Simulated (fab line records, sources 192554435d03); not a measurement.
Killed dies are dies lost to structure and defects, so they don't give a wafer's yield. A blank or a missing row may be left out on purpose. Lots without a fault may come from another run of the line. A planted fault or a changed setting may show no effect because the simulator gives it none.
Chamber matching | flow n5_finfet | N5_BEOL_M6_CMP_52 on cmp-01: 4 sister chambers
The step polishes, stops on SiCOH lowk, t overpolish 6.9 s, target thk 80 nm. 4 wafers are shown with their chamber, then 10 later ones without.

WAFERS WITH THEIR CHAMBER
wafer  | chamber | motor_current_A (A)
L078.4 | 3       | 5.8
L081.5 | 1       | 6.0
L082.3 | 2       | 5.7
L082.4 | 0       | 6.3

WAFERS WITHOUT THEIR CHAMBER
wafer  | motor_current_A (A)
L082.5 | 5.4
L088.1 | 6.0
L088.3 | 6.2
L088.4 | 5.9
L091.2 | 5.9
L091.3 | 5.5
L091.6 | 5.8
L095.2 | 5.6
L095.3 | 5.9
L095.4 | 6.3

WHICH CHAMBER EACH WENT THROUGH
wafer  | from the rows above          | in truth
L082.5 | can't be placed: 2 or 3      | 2
L088.1 | can't be placed: 1 or 3      | 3
L088.3 | can't be placed: 0 or 1      | 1
L088.4 | can't be placed: 1 or 3 or 2 | 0
L091.2 | can't be placed: 1 or 3 or 2 | 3
L091.3 | can't be placed: 2 or 3      | 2
L091.6 | can't be placed: 3 or 2 or 1 | 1
L095.2 | can't be placed: 2 or 3      | 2
L095.3 | can't be placed: 1 or 3 or 2 | 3
L095.4 | 0                            | 0
Placed correctly: 1 of 10. Can't be placed from these rows: 9 (the true chamber is among the candidates in 8). Placed wrongly: 0.
How it was worked out, from the rows above alone: a wafer's distance from a chamber is the root of the sum, over the readings, of the square of ((its reading less the chamber's mean) divided by the reading's scatter). The wafer belongs to the nearest chamber; if the next one is less than 2 further off, it can't be placed. A chamber's mean is the mean of its shown wafers. The scatter: with one shown wafer a chamber, the root of the mean of the squares of how far each hidden wafer lies from its nearest shown one.
